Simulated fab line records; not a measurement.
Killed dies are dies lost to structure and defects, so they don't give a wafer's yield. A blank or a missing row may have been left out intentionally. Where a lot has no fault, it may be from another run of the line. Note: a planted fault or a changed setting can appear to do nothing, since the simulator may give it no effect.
fab line records	flow nandHarc
[record] lots = 6	wafers = 18	lastDay = 31
route steps=1302 shown A_ONON_D1@428
lots that met no fault: from a run of the same line without faults
startH: hours from the record's opening day to when the first of the lot's shown wafers began	waitH: how many hours have passed since the lot's step before this one	" as in the row above	L1.1+2: several wafers, shown together as one row	- value missing, or start not given	* or withheld: withheld	< > ~ a bound
route shown NAME@n: NAME is a module with steps in the file, n the number in the route of the first one	usual: the fault-free wafers' mean and standard deviation	same: alike in all rows	chamber/n: place in a boat	sites: the reading at each site	_std_site: standard deviation of those values	_edge_site: inner sites' mean taken away from outer sites' mean	radiusMm: for every site, how far away it sits from the centre of the wafer	mask NAME#n: copy n	behind: tool/chamber where the wafer was last shaped	hold: reason for holding the lot/hours on hold/outcome of the hold	device: the n, p or np transistor that did not switch	end of line: the tests these same wafers got at the end of their route	a step without rows: its recipe alone	killed: at the first sort, the dies lost to defects and structure; wafer yield is something else	map: per-die view of a wafer (x killed, . not killed, _ where there is no die)
set.NAME: the setting as run; set.NAME@STEP: as run at that earlier step	model.NAME: the simulator's own value behind a step, which no gauge read
a table for each step, a row for each wafer; lots at some steps of the route
services: the hour from which a tool's chamber was out of use, counted from the record's first day as startH (under 0 if before that day), plus the number of hours and why
[[steps]]
[step NHARC_A_ONON_D1_DEP_06]
[recipe] targetThkA = 10000	n2FlowSccm = 2750	n2oFlowSccm = 2000	nh3FlowSccm = 500	sih4FlowSccm = 210	tempC = 400
[step NHARC_A_ONON_D1_THK_MEAS_08]
[recipe] thkMeasGauge = ellipsometry
[usual] thkNm = 1001/13
lot.wafer	tool	chamber	startH	waitH	thkNm
L109.2	filmMetro-02	-	234.46	-	1007
L109.3	"	-	"	"	1006
L109.4	"	-	"	"	1006
L110.2	filmMetro-01	-	239.09	-	972
L110.3	"	-	"	"	970
L110.5	"	-	"	"	970
L114.2	filmMetro-01	-	278.33	-	1011
L114.5	"	-	"	"	1009
L114.6	"	-	"	"	1011
L116.1	filmMetro-02	-	314.59	-	1004
L116.3	"	-	"	"	1002
L116.6	"	-	"	"	1003
L119.3	filmMetro-01	-	333.32	-	1007
L119.4	"	-	"	"	1007
L119.5	"	-	"	"	1008
L122.3	filmMetro-02	-	357.38	-	1001
L122.4	"	-	"	"	1001
L122.5	"	-	"	"	1003
[step NHARC_A_ONON_D1_DEP_09]
[recipe] targetThkA = 10000	n2FlowSccm = 2750	n2oFlowSccm = 2000	nh3FlowSccm = 500	sih4FlowSccm = 210	tempC = 400
[step NHARC_A_ONON_D1_THK_MEAS_11]
[recipe] thkMeasGauge = ellipsometry
[usual] thkNm = 1002/10
lot.wafer	tool	chamber	startH	waitH	thkNm
L109.2	filmMetro-01	-	235.03	-	988
L109.3	"	-	"	"	988
L109.4	"	-	"	"	987
L110.2	filmMetro-02	-	239.66	-	994
L110.3	"	-	"	"	992
L110.5	"	-	"	"	995
L114.2	filmMetro-01	-	278.90	-	983
L114.5	"	-	"	"	983
L114.6	"	-	"	"	984
L116.1	filmMetro-02	-	315.15	-	1014
L116.3	"	-	"	"	1012
L116.6	"	-	"	"	1015
L119.3	filmMetro-02	-	333.88	-	1006
L119.4	"	-	"	"	1005
L119.5	"	-	"	"	1005
L122.3	filmMetro-02	-	357.95	-	1000
L122.4	"	-	"	"	1000
L122.5	"	-	"	"	1002
[step NHARC_A_ONON_D1_DEP_12]
[recipe] targetThkA = 10000	n2FlowSccm = 2750	n2oFlowSccm = 2000	nh3FlowSccm = 500	sih4FlowSccm = 210	tempC = 400
[step NHARC_A_ONON_D1_THK_MEAS_14]
[recipe] thkMeasGauge = ellipsometry
[usual] thkNm = 998/8.7
lot.wafer	tool	chamber	startH	waitH	thkNm
L109.2	filmMetro-02	-	235.60	-	985
L109.3	"	-	"	"	982
L109.4	"	-	"	"	982
L110.2	filmMetro-02	-	240.22	-	989
L110.3	"	-	"	"	990
L110.5	"	-	"	"	989
L114.2	filmMetro-01	-	279.48	-	990
L114.5	"	-	"	"	991
L114.6	"	-	"	"	994
L116.1	filmMetro-02	-	315.72	-	1006
L116.3	"	-	"	"	1005
L116.6	"	-	"	"	1003
L119.3	filmMetro-02	-	334.46	-	995
L119.4	"	-	"	"	995
L119.5	"	-	"	"	995
L122.3	filmMetro-01	-	358.52	-	1008
L122.4	"	-	"	"	1005
L122.5	"	-	"	"	1008
[step NHARC_A_ONON_D1_ANNEAL_15]
[recipe] tempC = 750	timeS = 3600
[step NHARC_A_ONON_D1_DEP_16]
[recipe] targetThkA = 10000	n2FlowSccm = 2750	n2oFlowSccm = 2000	nh3FlowSccm = 500	sih4FlowSccm = 210	tempC = 400
[step NHARC_A_ONON_D1_THK_MEAS_18]
[recipe] thkMeasGauge = ellipsometry
[usual] thkNm = 1000/11
lot.wafer	tool	chamber	startH	waitH	thkNm
L109.2	filmMetro-01	-	243.68	-	1003
L109.3	"	-	"	"	1003
L109.4	"	-	"	"	1003
L110.2	filmMetro-02	-	248.01	-	1007
L110.3	"	-	"	"	1005
L110.5	"	-	"	"	1007
L114.2	filmMetro-01	-	290.11	-	1001
L114.5	"	-	"	"	999
L114.6	"	-	"	"	1002
L116.1	filmMetro-02	-	323.29	-	1012
L116.3	"	-	"	"	1010
L116.6	"	-	"	"	1010
L119.3	filmMetro-01	-	344.45	-	980
L119.4	"	-	"	"	981
L119.5	"	-	"	"	980
L122.3	filmMetro-01	-	366.36	-	1020
L122.4	"	-	"	"	1020
L122.5	"	-	"	"	1019
[step NHARC_A_ONON_D1_DEP_19]
[recipe] targetThkA = 10000	n2FlowSccm = 2750	n2oFlowSccm = 2000	nh3FlowSccm = 500	sih4FlowSccm = 210	tempC = 400
[step NHARC_A_ONON_D1_THK_MEAS_21]
[recipe] thkMeasGauge = ellipsometry
[usual] thkNm = 997/9.8
lot.wafer	tool	chamber	startH	waitH	thkNm
L109.2	filmMetro-01	-	244.24	-	993
L109.3	"	-	"	"	994
L109.4	"	-	"	"	994
L110.2	filmMetro-01	-	248.58	-	981
L110.3	"	-	"	"	981
L110.5	"	-	"	"	980
L114.2	filmMetro-01	-	290.68	-	1013
L114.5	"	-	"	"	1013
L114.6	"	-	"	"	1013
L116.1	filmMetro-02	-	323.86	-	1007
L116.3	"	-	"	"	1007
L116.6	"	-	"	"	1006
L119.3	filmMetro-01	-	345.01	-	991
L119.4	"	-	"	"	991
L119.5	"	-	"	"	991
L122.3	filmMetro-02	-	366.94	-	1005
L122.4	"	-	"	"	1008
L122.5	"	-	"	"	1005
[step NHARC_A_ONON_D1_DEP_22]
[recipe] targetThkA = 10000	n2FlowSccm = 2750	n2oFlowSccm = 2000	nh3FlowSccm = 500	sih4FlowSccm = 210	tempC = 400
lot.wafer	tool	chamber	startH	waitH
L109.2+3+4	pecvdOnon-02	0	244.35	0.1
L110.2+3+5	pecvdOnon-03	0	248.70	0.1
L114.2+5+6	pecvdOnon-02	0	290.80	0.1
L116.1+3+6	pecvdOnon-02	0	323.91	0.1
L119.3+4+5	pecvdOnon-01	0	345.19	0.2
L122.3+4+5	pecvdOnon-01	0	367.11	0.2
[step NHARC_A_ONON_D1_THK_MEAS_24]
[recipe] thkMeasGauge = ellipsometry
[usual] thkNm = 1002/8.5
lot.wafer	tool	chamber	startH	waitH	thkNm
L109.2	filmMetro-01	-	244.80	-	1014
L109.3	"	-	"	"	1013
L109.4	"	-	"	"	1012
L110.2	filmMetro-01	-	249.15	-	1007
L110.3	"	-	"	"	1008
L110.5	"	-	"	"	1008
L114.2	filmMetro-01	-	291.25	-	710
L114.5	"	-	"	"	1002
L114.6	"	-	"	"	711
L116.1	filmMetro-02	-	324.42	-	698
L116.3	"	-	"	"	989
L116.6	"	-	"	"	697
L119.3	filmMetro-01	-	345.58	-	997
L119.4	"	-	"	"	996
L119.5	"	-	"	"	996
L122.3	filmMetro-01	-	367.50	-	1009
L122.4	"	-	"	"	1007
L122.5	"	-	"	"	1005
[step NHARC_A_ONON_D1_DEP_25]
[recipe] targetThkA = 10000	n2FlowSccm = 2750	n2oFlowSccm = 2000	nh3FlowSccm = 500	sih4FlowSccm = 210	tempC = 400
[[services]]
tool	chamber	startH	hours	kind
pecvdOnon-03	-	227.16	13.0	pm
pecvdOnon-01	-	267.03	2.0	repair
pecvdOnon-01	-	269.40	13.0	pm
pecvdOnon-02	-	366.76	13.0	pm
[[key]]
[firstSign] step = NHARC_A_ONON_D1_THK_MEAS_24	reading = thkNm	direction = down	sigmas = 35	usual = 1002	struck = 704
effect none on later readings
metAt NHARC_A_ONON_D1_DEP_22
struckWafers L114.2,L114.6,L116.1,L116.6
sortLeftOut L114.2,L114.6,L116.1,L116.6
testerLeftOut L114,L116
onsetBetween 244.35 290.80
[fault] kind = processParameterDrift	tool = pecvdOnon-02	chamber = -	onsetH = 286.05	steps = NHARC_A_ONON_D1_DEP_22	channel = targetThkA	offset = *	shape = step	endH = 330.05	scope = struckWafersOnly	actsIn = *	stated = *
// testerLeftOut: of these lots the tester's yield and bins aren't shown, on N5 and GAA mostly nor the transistor test; their killed dies are dies lost to structure and defects alone, not to doping, threshold or leakage, so they don't give the yield
// sortLeftOut: the simulated sort isn't trusted on such a fault, so these wafers' sort isn't shown, and their yield isn't known
